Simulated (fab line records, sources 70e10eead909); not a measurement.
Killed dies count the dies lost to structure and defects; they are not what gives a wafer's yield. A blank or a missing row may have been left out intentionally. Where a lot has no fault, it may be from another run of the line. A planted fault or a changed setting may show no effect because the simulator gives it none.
A struck lot beside a sound one || flow nand-harc || 32 out of 1159 route steps
Sound: wafers L548.1, L548.2, L548.3. Struck: wafers L540.1, L540.2, L540.3. The cause comes at the end.
At each step with rows: each side's tool, then ch and its chambers, then its first start. Under that, the readings that differ: sound wafers || struck wafers || difference of the means || sigmas: that difference in standard deviations of wafers without a fault.
alike: readings whose means differ by less than 2 such deviations, and words and numbers that are the same on both sides. not compared: withheld readings, readings that some wafer has no value for, bounds like >300 that may hide the same value, and numbers for which the record gives no deviation and whose values overlap.
A row with sigmas, a row that says differs or no value, or rows on one side alone: a step with any of these is where the two part. Numbers that don't overlap but have no deviation are shown without sigmas and don't part them. A reading missing from all wafers of one side parts the sides only when that side holds two or more wafers.

first, 9 steps without rows for these wafers: NHARC_A_CHANNEL_HOLE_D1_COAT_36 (time 75 s); NHARC_A_CHANNEL_HOLE_D1_COAT_37 (time 65 s); NHARC_A_CHANNEL_HOLE_D1_COAT_04 (resist thk 90 nm); NHARC_A_CHANNEL_HOLE_D1_SOFTBAKE_05 (time 55 s); NHARC_A_CHANNEL_HOLE_D1_EBR_06; NHARC_A_CHANNEL_HOLE_D1_EXPOSE_07 (exposes mask HOLE D1, target cd 100 nm); NHARC_A_CHANNEL_HOLE_D1_PEB_08 (peb time 65 s); NHARC_A_CHANNEL_HOLE_D1_DEVELOP_09 (develop time 35 s); NHARC_A_CHANNEL_HOLE_D1_DESCUM_15 (chemistry O2, time 3 s).
NHARC_A_CHANNEL_HOLE_D1_ETCH_38: etches the open film in CF4, target depth 39 nm, time 65 s.
  sound on rie-diel-04 ch 1,2,3, day 14 01:25; struck on rie-diel-08 ch 0,1,3, day 12 15:36
{"reading": "rf-hours-counter-h (h)", "sound": "1 1 1", "struck": "10 9 10", "difference": "+9", "sigmas": ""}
  alike: drypump-motor-current-A, oes-product-au, rf-vpp-V, showerhead-plenum-p-Torr, throttle-valve-pct
then, 20 steps without rows for these wafers: NHARC_A_CHANNEL_HOLE_D1_ETCH_39 (etches the open film in N2/H2, target depth 260 nm, time 325 s); NHARC_A_CHANNEL_HOLE_D1_ETCH_34 (etches the open film in CF4/CHF3, target depth 154 nm, time 77 s); NHARC_A_CHANNEL_HOLE_D1_ETCH_16 (etches the open film in O2/COS, target depth 3100 nm, time 806 s); NHARC_A_CHANNEL_HOLE_D1_ETCH_19 (etches the open film in C4F8/O2/Ar, time 34.5 s); NHARC_A_CHANNEL_HOLE_D1_ETCH_20 (etches the open film in C4F8/O2/Ar, time 361.9 s, target depth 1600 nm); NHARC_A_CHANNEL_HOLE_D1_ETCH_21 (etches the open film in C4F8/O2/Ar, time 514.3 s, target depth 1600 nm); NHARC_A_CHANNEL_HOLE_D1_ETCH_22 (etches the open film in C4F8/O2/Ar, time 666.7 s, target depth 1600 nm); NHARC_A_CHANNEL_HOLE_D1_ETCH_23 (etches the open film in C4F8/O2/Ar, time 819 s, target depth 1600 nm); NHARC_A_CHANNEL_HOLE_D1_ETCH_24 (etches the open film in C4F8/O2/Ar, time 906.2 s, target depth 1500 nm); NHARC_A_CHANNEL_HOLE_D1_ETCH_25 (etches the open film in C4F8/O2/Ar, time 1040.2 s, target depth 1500 nm); NHARC_A_CHANNEL_HOLE_D1_ETCH_26 (etches the open film in C4F8/O2/Ar, time 224.1 s, target depth 300 nm); NHARC_A_CHANNEL_HOLE_D1_ETCH_33 (etches the open film in C4F8/O2/Ar, time 90 s, target depth 400 nm); NHARC_A_CHANNEL_HOLE_D1_STRIP_41 (strips in N2/H2); NHARC_A_CHANNEL_HOLE_D1_STRIP_42 (strips in CF4/CHF3); NHARC_A_CHANNEL_HOLE_D1_STRIP_43 (strips in O2/COS); NHARC_A_CHANNEL_HOLE_D1_ETCH_44 (etches the open film in CF4/O2, target depth 140 nm, overetch 14 nm, time 77 s); NHARC_A_CHANNEL_HOLE_D1_STRIP_27 (strips in O2); NHARC_A_CHANNEL_HOLE_D1_PRECLEAN_28 (cleans in SC1); NHARC_A_CHANNEL_HOLE_D1_SRD_29; NHARC_A_CHANNEL_HOLE_D1_XSEM_31.
NHARC_A_CHANNEL_HOLE_D1_INSPECT_40:
  sound: defect-inspect-01 at day 14 09:35; struck: defect-inspect-01 at day 13 01:35
{"reading": "raw-defect-count", "sound": "77 52 59", "struck": "706 815 775", "difference": "+703", "sigmas": "+37"}
  not compared: hold
-- break in the record here, with 11 days between the starts of the struck wafers on either side (left off in module A_CHANNEL_HOLE_D1, picked up again in module END, where the first step shown is number 1159 on the route) --
NHARC_END_SORT_01:
  here the record holds rows for the struck wafers (prober-01 ch 0, day 24 01:30) but none for the sound ones

WHERE THEY PART
Earliest at NHARC_A_CHANNEL_HOLE_D1_INSPECT_40; latest, in this record, at NHARC_END_SORT_01.

WHY: what had been put in by the simulator
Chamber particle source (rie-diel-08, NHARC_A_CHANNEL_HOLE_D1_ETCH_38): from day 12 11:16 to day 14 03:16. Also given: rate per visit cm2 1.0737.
